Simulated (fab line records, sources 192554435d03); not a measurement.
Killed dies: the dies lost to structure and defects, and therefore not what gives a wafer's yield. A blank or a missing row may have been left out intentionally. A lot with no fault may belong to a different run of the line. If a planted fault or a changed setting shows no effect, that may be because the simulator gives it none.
fab line records	flow n5_finfet
[record] lots = 10	wafers = 30	last_day = 18
route steps=1938 shown MOL_CONTACT_COAG@545 BEOL_M4@1111 PASSIVATION@1936
lots untouched by any fault: they come from a run of this same line in which no faults occurred
start_h: hours from the record's opening day to when the first of the lot's shown wafers began	wait_h: hours since the lot's step before	" unchanged from the row above	L1.1+2: one row covering several wafers at once	- no value present, or no start provided	* or withheld: withheld	< > ~ a bound
route shown NAME@n: a module of which the file shows steps, and the number in the route of the first	usual: the fault-free wafers' mean and standard deviation	same: alike in all rows	chamber/n: place in a boat	sites: the reading at each site	_std_site: the values' standard deviation	_edge_site: outer sites' mean less inner sites'	radius_mm: for every site, how far away it sits from the centre of the wafer	mask NAME#n: copy n	behind: the most recent tool/chamber to have shaped the wafer	hold: what put the lot on hold/how long, in hours/how the hold closed	device: the transistor (n, p or np) that didn't switch	end of line: tests of these same wafers at the route's end	a step without rows: its recipe alone	killed: at the first sort, the dies lost to defects and structure; wafer yield is something else	map: a wafer's dies, marking killed ones x, the rest . and places with no die _
set.NAME: setting as actually run; set.NAME@STEP: the setting as run at that earlier step	model.NAME: the simulator's own value behind a step, which no gauge read
a sample of lots followed through the steps of the route, with each step as a table and each wafer as a row
services: the hour from which a tool's chamber was out of use, counted from the record's first day as start_h (under 0 if before that day), plus the number of hours and why
[[steps]]
[step N5_MOL_CONTACT_COAG_SIL_ANNEAL_21]
[recipe] temp_c = 550	time_s = 60	ambient = N2
[usual] lamp_power_pct = 7.384/0.013	wafer_temp_C_max = 553.3/1
lot.wafer	tool	chamber	start_h	wait_h	lamp_power_pct	wafer_temp_C_max
L622.1	rtp_anneal-01	0	93.16	0.2	7.367	552.3
L622.2	"	0	"	"	7.383	552.9
L622.3	"	0	"	"	7.366	553.4
L623.1	rtp_anneal-02	0	101.45	0.2	7.386	555.6
L623.4	"	0	"	"	7.389	554.4
L623.5	"	0	"	"	7.385	554.7
L624.1	rtp_anneal-02	0	107.36	0.2	7.400	554.4
L624.5	"	0	"	"	7.388	553.5
L624.6	"	0	"	"	7.400	553.1
L626.2	rtp_anneal-02	0	114.32	0.2	7.398	554.1
L626.5	"	0	"	"	7.413	552.9
L626.6	"	0	"	"	7.400	553.9
L627.3	rtp_anneal-02	0	121.91	0.3	7.387	553.1
L627.4	"	0	"	"	7.397	554.2
L627.6	"	0	"	"	7.389	554.4
L632.1	rtp_anneal-01	0	152.87	0.2	7.373	552.6
L632.2	"	0	"	"	7.369	551.7
L632.5	"	0	"	"	7.376	552.3
L638.1	rtp_anneal-01	0	183.38	0.2	7.364	552.4
L638.4	"	0	"	"	7.383	552.7
L638.5	"	0	"	"	7.368	553.4
L639.3	rtp_anneal-02	0	191.53	0.3	7.389	555.4
L639.4	"	0	"	"	7.405	555.0
L639.5	"	0	"	"	7.387	554.6
L640.1	rtp_anneal-01	0	194.98	0.2	7.377	552.6
L640.3	"	0	"	"	7.367	552.3
L640.5	"	0	"	"	7.374	552.9
L644.1	rtp_anneal-01	0	218.61	0.2	7.363	552.8
L644.2	"	0	"	"	7.371	553.2
L644.3	"	0	"	"	7.364	552.2
[step N5_MOL_CONTACT_COAG_CO_FILL_22]
[recipe] material = Co	target_thk_a = 200	temp_c = 200	precursor = CCTBA/H2	pressure_torr = 30
[usual] heater_power_w = 240/30	susceptor_temp_C = 199.98/0.16
lot.wafer	tool	chamber	start_h	wait_h	heater_power_w	susceptor_temp_C
L622.1	cvd_co-01	2	93.71	0.1	287	199.99
L622.2	"	0	"	"	204	199.97
L622.3	"	1	"	"	255	199.96
L623.1	cvd_co-01	0	102.49	0.1	206	199.67
L623.4	"	1	"	"	243	199.93
L623.5	"	2	"	"	285	200.14
L624.1	cvd_co-02	0	108.03	0.1	239	200.17
L624.5	"	1	"	"	244	200.01
L624.6	"	0	"	"	233	200.36
L626.2	cvd_co-01	2	117.37	0.1	283	199.76
L626.5	"	1	"	"	245	200.24
L626.6	"	2	"	"	279	199.84
L627.3	cvd_co-01	2	122.77	0.1	287	200.32
L627.4	"	1	"	"	256	200.07
L627.6	"	2	"	"	281	200.30
L632.1	cvd_co-01	2	153.46	0.2	279	200.18
L632.2	"	0	"	"	207	200.12
L632.5	"	0	"	"	201	200.11
L638.1	cvd_co-02	0	184.54	0.1	239	199.93
L638.4	"	2	"	"	203	199.99
L638.5	"	0	"	"	242	199.63
L639.3	cvd_co-02	0	192.41	0.1	243	199.93
L639.4	"	2	"	"	198	200.27
L639.5	"	0	"	"	236	199.85
L640.1	cvd_co-01	2	195.70	0.1	279	199.83
L640.3	"	0	"	"	206	200.17
L640.5	"	2	"	"	285	200.03
L644.1	cvd_co-02	0	219.61	0.1	244	200.10
L644.2	"	1	"	"	250	199.86
L644.3	"	2	"	"	196	200.11
[step N5_MOL_CONTACT_COAG_CMP_23]
[recipe] stop_on = SiO2	t_overpolish_s = 1.5	post_cmp_clean = cu_alkaline	down_force_psi = 2	platen_rpm = 50.289	pad_velocity_m_s = 1.0006	target_thk_nm = 0
[usual] motor_current_A = 8.0/0.66	overpolish_run_s = 1.500/0.0088	platen_rpm = 50.29/0.036	time_to_endpoint_s = 9.5/1.8
lot.wafer	tool	chamber	start_h	wait_h	motor_current_A	overpolish_run_s	platen_rpm	time_to_endpoint_s
L622.3	cmp-01	2	96.92	0.0	7.7	1.506	50.34	12.3
L622.1	"	3	"	"	7.0	1.505	50.34	12.4
L622.2	"	1	"	"	9.1	1.515	50.24	10.3
L623.1	cmp-04	3	104.34	0.1	7.7	1.494	50.25	10.1
L623.4	"	1	"	"	8.0	1.507	50.29	10.5
L623.5	"	3	"	"	8.1	1.502	50.29	9.5
L624.1	cmp-02	2	110.39	0.0	8.6	1.494	50.25	6.3
L624.5	"	2	"	"	8.5	1.496	50.25	8.8
L624.6	"	3	"	"	8.2	1.489	50.34	9.3
L626.2	cmp-02	2	119.67	0.1	8.6	1.492	50.30	9.1
L626.6	"	0	"	"	7.5	1.499	50.33	12.5
L626.5	"	1	"	"	7.5	1.509	55.30	8.1
L627.3	cmp-02	1	126.25	0.2	7.4	1.490	55.37	8.0
L627.4	"	2	"	"	8.2	1.498	50.30	8.5
L627.6	"	3	"	"	7.5	1.501	50.26	10.7
L632.1	cmp-01	3	156.13	0.1	6.5	1.488	50.25	11.5
L632.2	"	0	"	"	7.5	1.502	50.29	11.6
L632.5	"	2	"	"	7.6	1.504	50.28	10.8
L638.1	cmp-01	2	188.10	0.1	7.5	1.492	50.29	7.6
L638.4	"	3	"	"	6.7	1.497	50.22	7.4
L638.5	"	2	"	"	7.7	1.504	50.34	6.3
L639.4	cmp-02	3	195.14	0.1	7.9	1.498	50.28	10.6
L639.3	"	0	"	"	7.5	1.508	50.28	9.3
L639.5	"	3	"	"	7.9	1.499	50.30	10.5
L640.1	cmp-04	3	200.53	0.2	8.0	1.520	50.32	6.6
L640.3	"	0	"	"	8.0	1.502	50.32	8.2
L640.5	"	2	"	"	9.8	1.503	50.29	7.5
L644.2	cmp-02	0	222.47	0.1	7.8	1.489	50.30	10.2
L644.1	"	2	"	"	8.5	1.497	50.25	9.4
L644.3	"	3	"	"	8.0	1.499	50.28	11.4
[step N5_MOL_CONTACT_COAG_ALD_27]
[recipe] material = SiOC	target_thk_a = 170	temp_c = 400	ald_precursor_family = carbosiloxane	ald_co_reactant = H2-plasma	pulse_time_s = 1.5	time_s = 2720	purge_time_s = 2	co_reactant_purge_time_s = 2	ald_cycles = 340	pressure_torr = 2
[usual] heater_power_w = 874/110	precursor_pulse_height_rel = 0.999/0.02	susceptor_temp_C = 400.01/0.21
[same] ald_cycles = 340
lot.wafer	tool	chamber	start_h	wait_h	heater_power_w	precursor_pulse_height_rel	susceptor_temp_C
L622.1	ald_sin-04	1	99.65	1.9	908	0.960	400.28
L622.2	"	3	"	"	984	0.992	400.24
L622.3	"	0	"	"	826	0.991	399.90
L623.1	ald_sin-03	2	105.12	0.0	905	1.022	399.62
L623.4	"	3	"	"	1031	0.989	399.82
L623.5	"	0	"	"	744	0.987	399.89
L624.1	ald_sin-03	3	111.32	0.1	1006	1.008	400.18
L624.5	"	0	"	"	727	0.992	400.04
L624.6	"	3	"	"	1017	1.004	400.04
L626.2	ald_sin-04	2	120.42	0.0	832	1.010	399.98
L626.5	"	0	"	"	839	1.004	400.38
L626.6	"	1	"	"	899	1.058	400.04
L627.3	ald_sin-02	3	126.99	0.0	972	1.002	400.28
L627.4	"	0	"	"	731	0.993	400.17
L627.6	"	0	"	"	743	1.007	400.32
L632.1	ald_sin-03	3	156.99	0.1	1040	0.999	400.14
L632.2	"	2	"	"	932	0.989	399.68
L632.5	"	3	"	"	1036	1.003	400.07
L638.1	ald_sin-04	2	190.45	1.6	833	1.001	400.13
L638.4	"	1	"	"	882	1.009	400.23
L638.5	"	2	"	"	812	1.043	400.23
L639.3	ald_sin-03	0	195.93	0.0	742	1.010	400.04
L639.4	"	2	"	"	962	1.004	400.12
L639.5	"	0	"	"	730	0.971	399.80
L640.1	ald_sin-02	0	201.37	0.1	742	1.016	399.66
L640.3	"	1	"	"	880	0.985	400.02
L640.5	"	1	"	"	899	0.990	399.90
L644.1	ald_sin-03	1	223.29	0.0	725	1.022	400.06
L644.2	"	0	"	"	754	1.012	399.98
L644.3	"	3	"	"	1012	1.020	399.90
[step N5_BEOL_M4_RC_MEAS_101]
[usual] DIBL_N = 35.9/1.3	DIBL_P = 35.9/1.5	IOFF_N = 0.152/0.023	IOFF_P = 0.204/0.027	ION_N = 673/9.2	ION_P = 462/6.7	SS_N = 71.4/0.48	SS_P = 73.2/0.55	VT_N = 250.3/2.6	VT_P = -250.6/3
lot.wafer	tool	chamber	start_h	wait_h	DIBL_N[mV/V]	DIBL_P[mV/V]	IOFF_N[nA/um]	IOFF_P[nA/um]	ION_N[uA/um]	ION_P[uA/um]	SS_N[mV/dec]	SS_P[mV/dec]	VT_N[mV]	VT_P[mV]
L622.1	prober-02	0	180.88	0.0	35.2	35.1	0.120	0.163	662	455	70.9	72.3	255.4	-253.8
L622.2	"	0	"	"	37.0	38.1	0.155	0.207	671	468	71.2	72.6	251.9	-251.8
L622.3	"	0	"	"	37.2	37.3	0.149	0.193	659	450	71.6	73.2	250.1	-251.3
L623.1	prober-01	0	186.74	0.0	35.9	36.2	0.177	0.208	682	458	71.3	73.9	246.9	-250.4
L623.4	"	0	"	"	35.3	35.8	0.163	0.198	679	459	71.8	73.7	248.9	-251.5
L623.5	"	0	"	"	34.9	36.1	0.159	0.204	676	464	70.8	73.1	248.7	-252.7
L624.1	prober-02	0	188.38	0.0	33.8	34.7	0.143	0.199	667	461	71.0	72.4	250.9	-250.0
L624.5	"	0	"	"	33.5	34.5	0.133	0.186	672	464	71.5	72.5	250.1	-250.8
L624.6	"	0	"	"	33.9	35.1	0.139	0.199	663	464	70.9	72.8	250.9	-250.2
L627.3	prober-01	0	208.75	0.3	36.4	35.8	0.154	0.200	679	463	72.0	73.5	249.3	-250.5
L627.4	"	0	"	"	37.3	37.5	0.167	0.220	662	460	71.9	74.8	248.3	-250.0
L627.6	"	0	"	"	35.5	35.5	0.135	0.189	666	463	71.7	72.9	249.8	-253.4
L626.2	prober-01	0	213.20	0.2	36.6	36.6	0.135	0.175	670	456	71.2	72.8	253.0	-253.4
L626.5	"	0	"	"	35.3	34.7	0.122	0.159	676	453	70.6	72.6	253.1	-254.0
L626.6	"	0	"	"	37.3	38.1	0.162	0.214	685	469	71.8	73.6	251.9	-250.3
L632.1	prober-02	0	247.96	0.3	38.2	38.8	0.225	0.247	690	467	71.5	74.1	242.7	-248.1
L632.2	"	0	"	"	37.6	37.3	0.206	0.217	678	458	71.8	73.2	244.2	-253.5
L632.5	"	0	"	"	36.9	36.6	0.182	0.209	682	458	71.3	72.6	246.1	-251.4
L638.1	prober-02	0	276.64	0.0	33.7	32.6	0.112	0.168	658	463	71.3	72.2	254.1	-251.2
L638.4	"	0	"	"	37.4	37.8	0.179	0.235	677	469	71.4	74.2	249.8	-248.6
L638.5	"	0	"	"	35.2	34.0	0.140	0.181	664	458	71.7	72.9	250.1	-250.5
L640.1	prober-02	0	302.23	0.0	34.5	36.0	0.143	0.198	681	470	71.5	73.3	252.2	-248.9
L640.3	"	0	"	"	33.8	35.6	0.137	0.187	665	466	71.2	73.1	253.1	-253.0
L640.5	"	0	"	"	35.7	37.6	0.164	0.223	681	467	71.5	73.5	249.4	-251.9
L639.3	prober-01	0	302.78	0.3	36.5	36.9	0.146	0.178	671	459	70.9	73.0	250.3	-251.8
L639.4	"	0	"	"	36.6	37.0	0.141	0.178	660	451	70.4	72.9	250.9	-254.6
L639.5	"	0	"	"	36.1	36.0	0.139	0.168	674	457	71.4	73.4	249.9	-253.8
L644.1	prober-01	0	331.94	0.0	41.0	40.4	0.248	0.306	686	469	72.2	74.8	245.1	-245.4
L644.2	"	0	"	"	37.6	35.8	0.157	0.216	667	459	72.2	73.7	251.9	-252.3
L644.3	"	0	"	"	38.4	36.5	0.177	0.238	669	455	71.4	74.4	249.1	-249.1
[step N5_PASSIVATION_PROBE_49]
[usual] defect_limited_yield = 91.0/1.5	killed_at_M0_to_M3 = 37/12	killed_at_M4_up = 13/5	killed_at_contacts = 13/6.1	killed_at_front_end = 39/11	killed_at_other = 4/3.2	killed_dies = 106/17	killed_open = 69/12	killed_short = 35/7.9	sort_bin_4_leakage = 0.00/0.007	sort_bin_5_function = 5.3/1	sort_bin_6_memory = 3.3/0.68	sort_n_pass = 1074/17	sort_yield_pct = 91.0/1.5
[same] gross_dies = 1180	killed_at_back_side = 0	sort_bin_8_speed[%] = 0
lot.wafer	tool	chamber	start_h	wait_h	defect_limited_yield[%]	killed_at_M0_to_M3	killed_at_M4_up	killed_at_contacts	killed_at_front_end	killed_at_other	killed_dies	killed_open	killed_short	sort_bin_4_leakage[%]	sort_bin_5_function[%]	sort_bin_6_memory[%]	sort_n_pass	sort_yield_pct[%]
L622.1	prober-01	-	291.42	0.0	91.7	30	22	8	35	3	98	61	34	0	5.3	2.5	1082	91.7
L622.2	prober-01	-	291.47	0.1	86.9	43	17	18	71	6	155	107	47	0	7.6	5.3	1025	86.9
L622.3	prober-01	-	291.52	0.1	89.2	28	29	11	49	10	127	90	37	0	6.9	3.6	1053	89.2
L623.1	prober-02	-	292.11	0.0	91.9	31	14	9	38	4	96	61	30	0	4.4	3.1	1084	91.9
L623.4	prober-02	-	292.26	0.2	91.5	31	14	7	41	7	100	70	29	0	5.2	3.1	1080	91.5
L623.5	prober-02	-	292.31	0.2	89.5	47	6	14	54	3	124	79	44	0	5.2	4.7	1056	89.5
L624.1	prober-02	-	303.16	0.7	91.7	19	9	21	46	3	98	63	31	0	4.7	3.2	1082	91.7
L624.5	prober-02	-	303.36	0.9	92.8	29	13	10	31	2	85	61	24	0	4.8	2.3	1095	92.8
L624.6	prober-02	-	303.41	0.9	93.0	34	6	15	28	0	83	53	29	0	4.2	2.6	1097	93.0
L627.3	prober-01	-	307.47	0.1	92.5	41	9	7	24	8	89	59	27	0	4.2	3.1	1091	92.5
L627.4	prober-01	-	307.52	0.2	92.1	30	11	14	28	10	93	59	27	0	5.3	2.4	1087	92.1
L627.6	prober-01	-	307.62	0.3	90.6	35	21	9	33	13	111	72	38	0	5.5	3.6	1069	90.6
L626.2	prober-01	-	327.99	0.1	89.7	27	16	30	48	0	121	76	43	0	6.4	3.4	1059	89.7
L626.5	prober-01	-	328.14	0.2	88.5	37	15	36	43	5	136	87	48	0	7.2	3.7	1044	88.5
L626.6	prober-01	-	328.19	0.3	89.2	33	11	21	61	1	127	86	39	0	6.5	3.7	1053	89.2
L632.1	prober-01	-	361.45	0.0	91.9	29	9	15	39	4	96	61	33	0	4.8	2.8	1084	91.9
L632.2	prober-01	-	361.50	0.1	92.2	24	3	15	50	0	92	56	36	0	4.7	2.8	1088	92.2
L632.5	prober-01	-	361.65	0.2	93.1	25	11	6	38	1	81	58	23	0	4.4	2.3	1099	93.1
L638.1	prober-01	-	395.42	0.0	93.4	31	17	9	21	0	78	52	26	0	3.9	2.4	1102	93.4
L638.4	prober-01	-	395.57	0.2	91.5	32	10	12	41	5	100	67	28	0	4.3	3.8	1080	91.5
L638.5	prober-01	-	395.62	0.2	92.2	35	16	13	24	4	92	62	27	0	4.4	2.9	1088	92.2
L639.3	prober-02	-	409.56	0.1	92.5	23	9	7	48	2	89	59	27	0	4.9	2.5	1091	92.5
L639.4	prober-02	-	409.61	0.2	93.6	19	16	5	32	4	76	52	22	0	3.5	2.8	1104	93.6
L639.5	prober-02	-	409.66	0.2	90.0	46	21	14	34	3	118	79	38	0	6.1	3.5	1062	90.0
L640.1	prober-02	-	422.62	0.0	91.9	27	9	12	46	1	95	54	35	0	3.6	3.6	1085	91.9
L640.3	prober-02	-	422.72	0.1	93.1	15	12	11	43	1	82	55	24	0	4.2	2.8	1098	93.1
L640.5	prober-02	-	422.82	0.2	92.5	42	5	4	38	0	89	53	26	0	3.4	3.3	1091	92.5
L644.1	prober-01	-	440.72	0.0	88.6	63	10	7	45	10	135	88	45	0.08	6.3	4.5	1044	88.5
L644.2	prober-01	-	440.77	0.1	90.0	45	9	5	49	10	118	73	45	0	5.1	4.7	1062	90.0
L644.3	prober-01	-	440.82	0.1	91.4	23	15	12	44	7	101	58	39	0	5.3	2.7	1079	91.4
// killed by level:class
L622.1 BEOL_M4:geometric_particle:open=11 FIN_SAQP:geometric_particle:open=10 BEOL_M0_SAQP:geometric_particle:open=7 FIN_SAQP:geometric_particle:short=6 BEOL_M0_SAQP:geometric_particle:short=6 STI_FIN_REVEAL:geometric_particle:open=6 DUMMY_GATE:geometric_particle:open=5 MOL_CONTACT_COAG:geometric_particle:open=5
L622.2 FIN_SAQP:geometric_particle:open=24 MOL_CONTACT_COAG:geometric_particle:open=15 GATE_CUT:geometric_particle:open=10 BEOL_M3:geometric_particle:open=10 BEOL_M4:geometric_particle:open=10 BEOL_M0_SAQP:geometric_particle:short=9 STI_FIN_REVEAL:geometric_particle:open=8 DUMMY_GATE:geometric_particle:open=8
L622.3 BEOL_M4:geometric_particle:open=17 STI_FIN_REVEAL:geometric_particle:open=11 FIN_SAQP:geometric_particle:open=10 DUMMY_GATE:geometric_particle:open=10 MOL_CONTACT_COAG:geometric_particle:open=9 FIN_SAQP:geometric_particle:short=8 BEOL_M2:geometric_particle:open=8 BEOL_M3:geometric_particle:open=8
L623.1 STI_FIN_REVEAL:geometric_particle:open=13 MOL_CONTACT_COAG:geometric_particle:open=8 BEOL_M0_SAQP:geometric_particle:open=8 FIN_SAQP:geometric_particle:open=7 BEOL_M0_SAQP:geometric_particle:short=7 BEOL_M4:geometric_particle:open=6 BEOL_M3:geometric_particle:open=5 BEOL_M4:geometric_particle:short=4
L623.4 STI_FIN_REVEAL:geometric_particle:open=13 FIN_SAQP:geometric_particle:open=8 BEOL_M0_SAQP:geometric_particle:open=7 BEOL_M0_SAQP:geometric_particle:short=6 MOL_CONTACT_COAG:geometric_particle:open=5 BEOL_M0:geometric_particle:open=5 BEOL_M2:geometric_particle:open=5 GATE_CUT:geometric_particle:short=4
L623.5 STI_FIN_REVEAL:geometric_particle:open=14 MOL_CONTACT_COAG:geometric_particle:open=12 BEOL_M0_SAQP:geometric_particle:open=10 BEOL_M0_SAQP:geometric_particle:short=9 FIN_SAQP:geometric_particle:open=8 FIN_SAQP:geometric_particle:short=8 GATE_CUT:geometric_particle:short=8 BEOL_M2:geometric_particle:open=7
L624.1 MOL_CONTACT_COAG:geometric_particle:open=15 FIN_SAQP:geometric_particle:short=13 FIN_SAQP:geometric_particle:open=11 BEOL_M3:geometric_particle:open=9 DUMMY_GATE:geometric_particle:open=5 MOL_CONTACT_COAG:geometric_particle:short=5 STI_FIN_REVEAL:geometric_particle:open=4 BEOL_M5:geometric_particle:open=3
L624.5 BEOL_M1:geometric_particle:open=9 FIN_SAQP:geometric_particle:open=7 STI_FIN_REVEAL:geometric_particle:open=7 MOL_CONTACT_COAG:geometric_particle:open=7 DUMMY_GATE:geometric_particle:open=6 BEOL_M0_SAQP:geometric_particle:short=6 BEOL_M5:geometric_particle:open=5 BEOL_M7:geometric_particle:open=5
L624.6 MOL_CONTACT_COAG:geometric_particle:open=11 BEOL_M0_SAQP:geometric_particle:short=10 FIN_SAQP:geometric_particle:open=7 BEOL_M2:geometric_particle:open=7 BEOL_M0_SAQP:geometric_particle:open=5 BEOL_M3:geometric_particle:open=5 FIN_SAQP:geometric_particle:short=4 GATE_CUT:geometric_particle:short=4
L627.3 BEOL_M0_SAQP:geometric_particle:open=15 BEOL_M0_SAQP:geometric_particle:short=7 STI_FIN_REVEAL:geometric_particle:open=6 BEOL_M3:geometric_particle:open=6 MOL_CONTACT_COAG:geometric_particle:open=5 BEOL_M2:geometric_particle:open=4 DUMMY_GATE:geometric_particle:open=3 BEOL_M1:geometric_particle:open=3
L627.4 BEOL_M0_SAQP:geometric_particle:short=13 MOL_CONTACT_COAG:geometric_particle:open=10 STI_FIN_REVEAL:geometric_particle:open=8 BEOL_M0_SAQP:geometric_particle:open=8 FIN_SAQP:geometric_particle:open=7 MOL_CONTACT_COAG:geometric_particle:short=4 MIM_BOT:geometric_particle:open=4 FIN_SAQP:geometric_particle:short=3
L627.6 BEOL_M0_SAQP:geometric_particle:open=15 STI_FIN_REVEAL:geometric_particle:open=10 BEOL_M0_SAQP:geometric_particle:short=7 MOL_CONTACT_COAG:geometric_particle:open=6 BEOL_M5:geometric_particle:open=6 BEOL_M4:geometric_particle:open=5 STI_FIN_REVEAL:geometric_particle:short=4 GATE_CUT:geometric_particle:short=4
L626.2 MOL_CONTACT_COAG:geometric_particle:open=22 STI_FIN_REVEAL:geometric_particle:open=18 FIN_SAQP:geometric_particle:short=8 MOL_CONTACT_COAG:geometric_particle:short=8 BEOL_M0_SAQP:geometric_particle:short=8 BEOL_M0_SAQP:geometric_particle:open=7 GATE_CUT:geometric_particle:short=5 BEOL_M2:geometric_particle:open=5
L626.5 MOL_CONTACT_COAG:geometric_particle:open=29 STI_FIN_REVEAL:geometric_particle:open=11 BEOL_M0_SAQP:geometric_particle:short=11 BEOL_M0_SAQP:geometric_particle:open=10 FIN_SAQP:geometric_particle:short=7 MOL_CONTACT_COAG:geometric_particle:short=7 BEOL_M3:geometric_particle:open=7 BEOL_M4:geometric_particle:open=7
L626.6 STI_FIN_REVEAL:geometric_particle:open=17 MOL_CONTACT_COAG:geometric_particle:open=14 FIN_SAQP:geometric_particle:open=13 BEOL_M0_SAQP:geometric_particle:open=10 BEOL_M0_SAQP:geometric_particle:short=9 FIN_SAQP:geometric_particle:short=7 MOL_CONTACT_COAG:geometric_particle:short=7 GATE_CUT:geometric_particle:short=6
L632.1 FIN_SAQP:geometric_particle:short=12 MOL_CONTACT_COAG:geometric_particle:open=12 BEOL_M0_SAQP:geometric_particle:open=11 FIN_SAQP:geometric_particle:open=9 GATE_CUT:geometric_particle:short=6 BEOL_M0_SAQP:geometric_particle:short=5 BEOL_M3:geometric_particle:open=4 STARTING-WAFER:geometric_particle:open=4
L632.2 FIN_SAQP:geometric_particle:open=15 FIN_SAQP:geometric_particle:short=14 MOL_CONTACT_COAG:geometric_particle:open=14 BEOL_M0_SAQP:geometric_particle:short=7 STI_FIN_REVEAL:geometric_particle:open=6 BEOL_M0_SAQP:geometric_particle:open=6 GATE_CUT:geometric_particle:short=4 GATE_CUT:geometric_particle:open=3
L632.5 BEOL_M0_SAQP:geometric_particle:open=12 FIN_SAQP:geometric_particle:short=8 FIN_SAQP:geometric_particle:open=7 STI_FIN_REVEAL:geometric_particle:open=7 BEOL_M3:geometric_particle:open=6 MOL_CONTACT_COAG:geometric_particle:open=6 GATE_CUT:geometric_particle:open=4 STI_FIN_REVEAL:geometric_particle:short=3
L638.1 BEOL_M2:geometric_particle:open=10 FIN_SAQP:geometric_particle:open=6 BEOL_M0_SAQP:geometric_particle:short=6 MOL_CONTACT_COAG:geometric_particle:open=5 BEOL_M4:geometric_particle:open=5 MOL_CONTACT_COAG:geometric_particle:short=4 BEOL_M0_SAQP:geometric_particle:open=4 BEOL_M5:geometric_particle:open=4
L638.4 FIN_SAQP:geometric_particle:short=10 FIN_SAQP:geometric_particle:open=10 BEOL_M2:geometric_particle:open=10 MOL_CONTACT_COAG:geometric_particle:open=7 STI_FIN_REVEAL:geometric_particle:open=6 BEOL_M4:geometric_particle:open=6 BEOL_M0_SAQP:geometric_particle:open=5 BEOL_M3:geometric_particle:open=5
L638.5 MOL_CONTACT_COAG:geometric_particle:open=10 BEOL_M1:geometric_particle:open=10 BEOL_M3:geometric_particle:open=7 BEOL_M0_SAQP:geometric_particle:short=6 BEOL_M4:geometric_particle:open=6 BEOL_M5:geometric_particle:open=5 STARTING-WAFER:geometric_particle:short=5 FIN_SAQP:geometric_particle:short=4
L639.3 STI_FIN_REVEAL:geometric_particle:open=10 FIN_SAQP:geometric_particle:open=8 DUMMY_GATE:geometric_particle:open=7 BEOL_M2:geometric_particle:open=7 ILD0:geometric_particle:short=5 MOL_CONTACT_COAG:geometric_particle:open=5 BEOL_M2:geometric_particle:short=4 BEOL_M3:geometric_particle:open=4
L639.4 BEOL_M4:geometric_particle:open=12 STI_FIN_REVEAL:geometric_particle:open=10 BEOL_M2:geometric_particle:open=7 BEOL_M0_SAQP:geometric_particle:open=6 FIN_SAQP:geometric_particle:short=5 STARTING-WAFER:geometric_particle:short=4 MOL_CONTACT_COAG:geometric_particle:open=4 BEOL_M0_SAQP:geometric_particle:short=3
L639.5 BEOL_M0_SAQP:geometric_particle:open=14 BEOL_M4:geometric_particle:open=13 MOL_CONTACT_COAG:geometric_particle:open=12 BEOL_M0_SAQP:geometric_particle:short=10 BEOL_M2:geometric_particle:open=9 STI_FIN_REVEAL:geometric_particle:open=8 BEOL_M3:geometric_particle:open=6 FIN_SAQP:geometric_particle:short=4
L640.1 FIN_SAQP:geometric_particle:open=11 FIN_SAQP:geometric_particle:short=10 MOL_CONTACT_COAG:geometric_particle:open=9 BEOL_M0_SAQP:geometric_particle:open=7 BEOL_M2:geometric_particle:short=6 STI_FIN_REVEAL:geometric_particle:open=5 BEOL_M2:geometric_particle:open=5 HKMG_FIN:area_etch=5
L640.3 STI_FIN_REVEAL:geometric_particle:open=12 MOL_CONTACT_COAG:geometric_particle:open=8 STARTING-WAFER:geometric_particle:open=6 DUMMY_GATE:geometric_particle:open=5 FIN_SAQP:geometric_particle:short=4 FIN_SAQP:geometric_particle:open=4 STARTING-WAFER:geometric_particle:short=4 GATE_CUT:geometric_particle:short=3
L640.5 BEOL_M3:geometric_particle:open=14 BEOL_M0_SAQP:geometric_particle:open=12 STI_FIN_REVEAL:geometric_particle:open=10 HKMG_FIN:area_etch=7 BEOL_M0_SAQP:geometric_particle:short=6 FIN_SAQP:geometric_particle:short=4 BEOL_M2:geometric_particle:short=4 FIN_SAQP:geometric_particle:open=3
L644.1 BEOL_M3:geometric_particle:open=17 STI_FIN_REVEAL:geometric_particle:open=14 BEOL_M0_SAQP:geometric_particle:open=11 BEOL_M2:geometric_particle:open=11 BEOL_M0_SAQP:geometric_particle:short=9 FIN_SAQP:geometric_particle:short=8 MOL_CONTACT_COAG:geometric_particle:open=5 BEOL_M3:geometric_particle:short=5
L644.2 BEOL_M3:geometric_particle:open=13 STI_FIN_REVEAL:geometric_particle:open=12 FIN_SAQP:geometric_particle:open=11 FIN_SAQP:geometric_particle:short=10 BEOL_M0_SAQP:geometric_particle:short=9 BEOL_M2:geometric_particle:open=8 BEOL_M0_SAQP:geometric_particle:open=6 BEOL_M4:geometric_particle:open=5
L644.3 MOL_CONTACT_COAG:geometric_particle:open=10 STI_FIN_REVEAL:geometric_particle:open=10 BEOL_M4:geometric_particle:open=8 FIN_SAQP:geometric_particle:short=7 BEOL_M0_SAQP:geometric_particle:short=7 FIN_SAQP:geometric_particle:open=6 BEOL_M0_SAQP:geometric_particle:open=6 BEOL_M2:geometric_particle:open=5
[[services]]
tool	chamber	start_h	hours	kind
cmp-04	-	72.88	3.9	repair
ald_sin-04	1	82.27	4.2	repair
cmp-04	-	84.86	0.3	repair
ald_sin-04	-	85.25	14.0	pm
cmp-04	-	87.41	1.7	repair
cmp-02	-	94.18	2.6	repair
cmp-02	-	99.98	5.3	repair
cvd_co-02	2	117.14	14.5	repair
cmp-01	-	122.00	5.7	pm
cvd_co-01	0	131.32	4.0	repair
cvd_co-02	-	131.90	0.2	repair
cmp-04	-	136.09	0.9	repair
ald_sin-03	2	138.47	10.7	repair
cmp-02	-	139.93	1.2	repair
cmp-02	-	149.79	7.9	repair
ald_sin-02	-	166.41	0.8	pm
ald_sin-03	-	177.34	14.0	pm
cmp-02	-	182.65	1.8	repair
ald_sin-04	3	188.83	10.3	repair
cvd_co-02	-	191.85	0.4	repair
cmp-01	-	195.17	1.2	repair
cmp-02	-	197.24	7.9	pm
cvd_co-01	-	214.39	6.0	pm
cvd_co-01	-	221.28	1.4	repair
[[key]]
[first_sign] step = N5_MOL_CONTACT_COAG_CMP_23	reading = platen_rpm	direction = up	sigmas = 99+	usual = 50.29	struck = 55.34
effect none on later readings
met_at N5_MOL_CONTACT_COAG_CMP_23
struck_lots L626,L627
struck_wafers L626.5,L627.3
not_acting_at N5_MOL_CONTACT_COAG_SIL_ANNEAL_21,N5_MOL_CONTACT_COAG_CO_FILL_22,N5_MOL_CONTACT_COAG_ALD_27
[fault] kind = process_parameter_drift	tool = cmp-02	chamber = 1	onset_h = 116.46	steps = N5_MOL_CONTACT_COAG_CMP_23	channel = platen_rpm	offset = 5.0289	shape = step	end_h = 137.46	acts_in = these_recipes_only	stated = 50.289
